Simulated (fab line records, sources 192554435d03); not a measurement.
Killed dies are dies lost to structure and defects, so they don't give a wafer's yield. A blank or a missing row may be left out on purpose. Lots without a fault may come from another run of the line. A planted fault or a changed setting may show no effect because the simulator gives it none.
A struck lot beside a sound one | flow n5_finfet | 15 steps out of a route of 1938
Sound: wafers L123.2, L123.3, L123.6. Struck: wafers L127.1, L127.2, L127.5. The cause comes at the end.
At each step with rows: each side's tool, then ch and its chambers, then its first start. Under that, the readings that differ: sound wafers | struck wafers | difference of the means | sigmas: that difference in standard deviations of wafers without a fault.
alike: readings whose means differ by less than 2 such deviations, and words and numbers that are the same on both sides. not compared: withheld readings, readings that some wafer has no value for, bounds like >300 that may hide the same value, and numbers for which the record gives no deviation and whose values overlap.
The two part at a step that has a row with sigmas, a row that says differs or no value, or rows on one side only. Numbers that don't overlap but have no deviation are shown without sigmas and don't part them. A reading that every wafer of one side lacks parts them only if that side has two wafers or more.

first, 6 steps without rows for these wafers: N5_BEOL_M1_COAT_05 (resist thk 30 nm); N5_BEOL_M1_EBR_07; N5_BEOL_M1_SOFTBAKE_06 (time 60 s); N5_BEOL_M1_EXPOSE_08 (exposes mask M1); N5_BEOL_M1_PEB_09 (peb time 60 s); N5_BEOL_M1_DEVELOP_10 (develop time 30 s).
N5_BEOL_M1_CD_MEAS_11: target cd 17.05 nm.
  sound on cd_sem-02 ch 0, day 8 02:16; struck on cd_sem-02 ch 0, day 9 10:25
  alike: cd_nm
N5_BEOL_M1_OVL_MEAS_12:
  sound on overlay-02 ch 0, day 8 02:17; struck on overlay-02 ch 0, day 9 10:28
  alike: M1_OVL
N5_BEOL_M1_INSPECT_13: inspects for defects (brightfield).
  sound on defect_inspect-01, day 8 02:20; struck on defect_inspect-02, day 9 10:31
  alike: raw_defect_count
N5_BEOL_M1_DESCUM_16: chemistry O2, time 7 s.
  sound on rie_diel-05 ch 1,3, day 8 02:23; struck on rie_diel-05 ch 1,2,3, day 9 10:43
  alike: bias_power_w, drypump_motor_current_A, oes_product_au, rf_fwd_power_W, rf_vpp_V, showerhead_plenum_p_Torr, temp_c, throttle_valve_pct
  not compared: rf_hours_counter_h
N5_BEOL_M1_ETCH_74: etches underlayer in N2/H2, target depth 6.5 nm, time 5.2 s.
  sound on rie_diel-05 ch 1,3, day 8 02:25; struck on rie_diel-05 ch 1,2,3, day 9 10:46
  alike: bias_w, drypump_motor_current_A, etch_rf_on_time_s, h2_flow_sccm, oes_product_au, rf_fwd_power_W, rf_vpp_V, showerhead_plenum_p_Torr, throttle_valve_pct
  not compared: rf_hours_counter_h
N5_BEOL_M1_ETCH_63: etches SiARC in CF4, target depth 15.6 nm, time 26 s.
  sound on rie_diel-05 ch 1,3, day 8 02:26; struck on rie_diel-05 ch 1,2,3, day 9 10:46
  alike: bias_w, drypump_motor_current_A, etch_rf_on_time_s, oes_product_au, rf_fwd_power_W, rf_vpp_V, showerhead_plenum_p_Torr, throttle_valve_pct
  not compared: rf_hours_counter_h
N5_BEOL_M1_ETCH_64: etches SOC in N2/H2, target depth 75 nm, overetch 15 nm, time 112.5 s.
  sound on rie_diel-05 ch 1,3, day 8 02:28; struck on rie_diel-05 ch 1,2,3, day 9 10:48
  reading                                    | sound             | struck            | difference | sigmas
  bias_w (W)                                 | 149.2 150.2 149.7 | 111.4 110.7 109.7 | -39.1      | -80
  rf_vpp_V (V)                               | 526 521 527       | 429 427 432       | -95        | -32
  model.SiARC_of_BEOL_M1_COAT_62.thk_nm (nm) | 7 6.6 7           | 8.4 8.8 8.8       | +1.8       |
  alike: drypump_motor_current_A, h2_flow_sccm, oes_product_au, rf_fwd_power_W, showerhead_plenum_p_Torr, temp_c, throttle_valve_pct
  not compared: rf_hours_counter_h
then, 1 step without rows for these wafers: N5_BEOL_M1_STRIP_65 (strips in N2/H2).
-- the record jumps here: 2 days lie between the struck wafers' starts before and after (it left off in module BEOL_M1 and takes up again in module BEOL_M4, whose first step shown is number 1111 of the route) --
N5_BEOL_M4_RC_MEAS_101:
  sound on prober-01 ch 0, day 9 21:23; struck on prober-02 ch 0, day 11 16:29
  alike: DIBL_N, DIBL_P, IOFF_N, IOFF_P, ION_N, ION_P, SS_N, SS_P, VT_N, VT_P

WHERE THEY PART
Only at N5_BEOL_M1_ETCH_64, within this record. Later steps at which nothing parts them and some readings are alike: N5_BEOL_M4_RC_MEAS_101.

WHY: what the simulator had put in
Process parameter drift: rie_diel-05, from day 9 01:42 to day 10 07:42, at N5_BEOL_M1_ETCH_64. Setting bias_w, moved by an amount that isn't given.
